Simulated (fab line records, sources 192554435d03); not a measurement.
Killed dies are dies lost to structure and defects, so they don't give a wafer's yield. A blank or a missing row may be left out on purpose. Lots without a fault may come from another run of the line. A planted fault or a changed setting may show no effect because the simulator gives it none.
Which tool did it? | flow n5_finfet | 12 lots, 35 wafers sampled, at 4 steps of a route of 1938

WHAT THE GAUGES READ, wafer by wafer
N5_PASSIVATION_OVL_MEAS_66. Usual: PASS_OPEN_OVL 3 nm, standard deviation 4.9.
lot  | measured     | on         | PASS_OPEN_OVL (nm) | flag
L734 | day 12 02:39 | overlay-02 | 5 1 -5             |
L735 | day 12 11:14 | overlay-02 | 11 0 0             |
L736 | day 13 11:07 | overlay-02 | -8 -10             |
L737 | day 13 09:58 | overlay-01 | 3 -4 4             |
L738 | day 13 12:13 | overlay-02 | 6 -6 3             |
L744 | day 16 08:54 | overlay-02 | 8 14 5             |
L752 | day 17 10:45 | overlay-02 | 7 11 9             |
L753 | day 17 15:55 | overlay-02 | 1 -5 7             |
L754 | day 18 00:13 | overlay-01 | 4 -6 7             |
L755 | day 18 04:22 | overlay-01 | 7 9 8              |
L756 | day 18 13:17 | overlay-02 | 5 -1 2             |
L757 | day 18 08:20 | overlay-01 | -6 -7 0            |

WHICH TOOL RAN EACH LOT (tool, then ch and the chambers of the sampled wafers, then the start)
lot  | N5_DUMMY_GATE_PRECLEAN_46          | N5_MIM_BOT_ETCH_ETCH_04            | N5_PASSIVATION_AL_DEP_21
L734 | wet_bench-03 ch 3,5,7, day 2 16:44 | rie_diel-03 ch 0,2,3, day 11 20:26 | pvd_sputter-02, day 12 00:17
L735 | wet_bench-03 ch 4,5,7, day 3 01:06 | rie_diel-03 ch 0,2,3, day 12 02:08 | pvd_sputter-01, day 12 08:59
L736 | wet_bench-02 ch 0,3, day 3 07:02   | rie_diel-01 ch 0,3, day 13 02:18   | pvd_sputter-01, day 13 06:44
L737 | wet_bench-02 ch 3,4,7, day 3 11:08 | rie_diel-01 ch 0,3, day 13 01:40   | pvd_sputter-01, day 13 06:23
L738 | wet_bench-04 ch 0,4,5, day 3 17:50 | rie_diel-03 ch 0,1,2, day 13 04:57 | pvd_sputter-02, day 13 09:20
L744 | wet_bench-02 ch 0,1,3, day 5 07:55 | rie_diel-01 ch 0,1, day 16 03:54   | pvd_sputter-01, day 16 06:32
L752 | wet_bench-03 ch 1,4,7, day 7 06:10 | rie_diel-03 ch 0,1,3, day 17 01:53 | pvd_sputter-03, day 17 07:56
L753 | wet_bench-03 ch 4,5,6, day 7 12:11 | rie_diel-01 ch 0,1,3, day 17 09:02 | pvd_sputter-02, day 17 13:34
L754 | wet_bench-04 ch 0,4,6, day 7 19:45 | rie_diel-05 ch 0,1,3, day 17 19:17 | pvd_sputter-02, day 17 21:37
L755 | wet_bench-04 ch 0,4,5, day 8 03:42 | rie_diel-03 ch 1,3, day 17 23:26   | pvd_sputter-03, day 18 02:00
L756 | wet_bench-03 ch 1,2,3, day 8 05:59 | rie_diel-01 ch 0,1,2, day 18 08:13 | pvd_sputter-01, day 18 10:55
L757 | wet_bench-04 ch 0,1,2, day 8 13:13 | rie_diel-01 ch 2,3, day 18 02:50   | pvd_sputter-03, day 18 05:44
- N5_DUMMY_GATE_PRECLEAN_46: cleans in DIW, time 89.5 s.
- N5_MIM_BOT_ETCH_ETCH_04: etches SiNx in CF4/O2, target depth 26 nm, time 13 s.
- N5_PASSIVATION_AL_DEP_21: deposits Al, target thk 2800 nm, time 170 s.

WHAT THE TOOLS THEMSELVES READ (means of the sampled wafers that have a number; where no wafer has one, the mark that the record gives instead)
N5_DUMMY_GATE_PRECLEAN_46. Usual: temp_c 23.01 C, standard deviation 0.12.
lot  | tool         | temp_c (C) | flag
L734 | wet_bench-03 | 23.05      |
L735 | wet_bench-03 | 23.00      |
L736 | wet_bench-02 | 23.04      |
L737 | wet_bench-02 | 22.89      |
L738 | wet_bench-04 | 23.06      |
L744 | wet_bench-02 | 23.04      |
L752 | wet_bench-03 | 23.10      |
L753 | wet_bench-03 | 23.05      |
L754 | wet_bench-04 | 22.95      |
L755 | wet_bench-04 | 22.95      |
L756 | wet_bench-03 | 23.09      |
L757 | wet_bench-04 | 22.94      |

N5_MIM_BOT_ETCH_ETCH_04. Usual: drypump_motor_current_A 5.5 A, standard deviation 0.4; oes_product_au 0.81 a.u., standard deviation 0.079; rf_vpp_V 241 V, standard deviation 7.5; showerhead_plenum_p_Torr 2.24 Torr, standard deviation 0.074; throttle_valve_pct 15.98 %, standard deviation 0.17.
lot  | tool        | drypump_motor_current_A (A) | oes_product_au (a.u.) | rf_vpp_V (V) | showerhead_plenum_p_Torr (Torr) | throttle_valve_pct (%) | flag
L734 | rie_diel-03 | 5.6                         | 0.77                  | 246          | 2.24                            | 16.04                  |
L735 | rie_diel-03 | 5.6                         | 0.77                  | 245          | 2.24                            | 16.06                  |
L736 | rie_diel-01 | 5.7                         | 0.78                  | 240          | 2.23                            | 15.89                  |
L737 | rie_diel-01 | 5.7                         | 0.76                  | 242          | 2.21                            | 15.87                  |
L738 | rie_diel-03 | 5.5                         | 0.80                  | 244          | 2.25                            | 16.05                  |
L744 | rie_diel-01 | 5.3                         | 0.86                  | 233          | 2.25                            | 16.01                  |
L752 | rie_diel-03 | 5.3                         | 0.83                  | 246          | 2.32                            | 16.01                  |
L753 | rie_diel-01 | 5.5                         | 0.79                  | 237          | 2.22                            | 15.98                  |
L754 | rie_diel-05 | 5.5                         | 0.78                  | 246          | 2.17                            | 15.92                  |
L755 | rie_diel-03 | 5.1                         | 0.78                  | 247          | 2.31                            | 16.03                  |
L756 | rie_diel-01 | 5.6                         | 0.82                  | 235          | 2.27                            | 16.09                  |
L757 | rie_diel-01 | 5.8                         | 0.78                  | 239          | 2.27                            | 16.07                  |

N5_PASSIVATION_AL_DEP_21. Usual: throttle_valve_pct 29.8 %, standard deviation 1.
lot  | tool           | throttle_valve_pct (%) | flag
L734 | pvd_sputter-02 | 30.2                   |
L735 | pvd_sputter-01 | 30.1                   |
L736 | pvd_sputter-01 | 30.0                   |
L737 | pvd_sputter-01 | 30.2                   |
L738 | pvd_sputter-02 | 29.8                   |
L744 | pvd_sputter-01 | 30.2                   |
L752 | pvd_sputter-03 | 28.6                   |
L753 | pvd_sputter-02 | 30.0                   |
L754 | pvd_sputter-02 | 29.4                   |
L755 | pvd_sputter-03 | 29.7                   |
L756 | pvd_sputter-01 | 30.0                   |
L757 | pvd_sputter-03 | 30.0                   |

THE ANSWER, worked out from the rows above alone
Rule: a lot is off if the mean of its wafers that have a number lies more than 3 standard deviations from the usual mean. A lot without any number at a reading at which 4 lots or more have one is off too. The other lots that the step has rows for count as sound. The gauges are gone through in route order, then the tools' own readings, and for those a lot's mean is taken as printed above. The first step at which some lot is off is used, and at that step the reading that is off furthest; a lot without a number counts as furthest.
No lot is off at any reading shown: from this, nothing can be told.

WHAT THE SIMULATOR HAD PUT IN
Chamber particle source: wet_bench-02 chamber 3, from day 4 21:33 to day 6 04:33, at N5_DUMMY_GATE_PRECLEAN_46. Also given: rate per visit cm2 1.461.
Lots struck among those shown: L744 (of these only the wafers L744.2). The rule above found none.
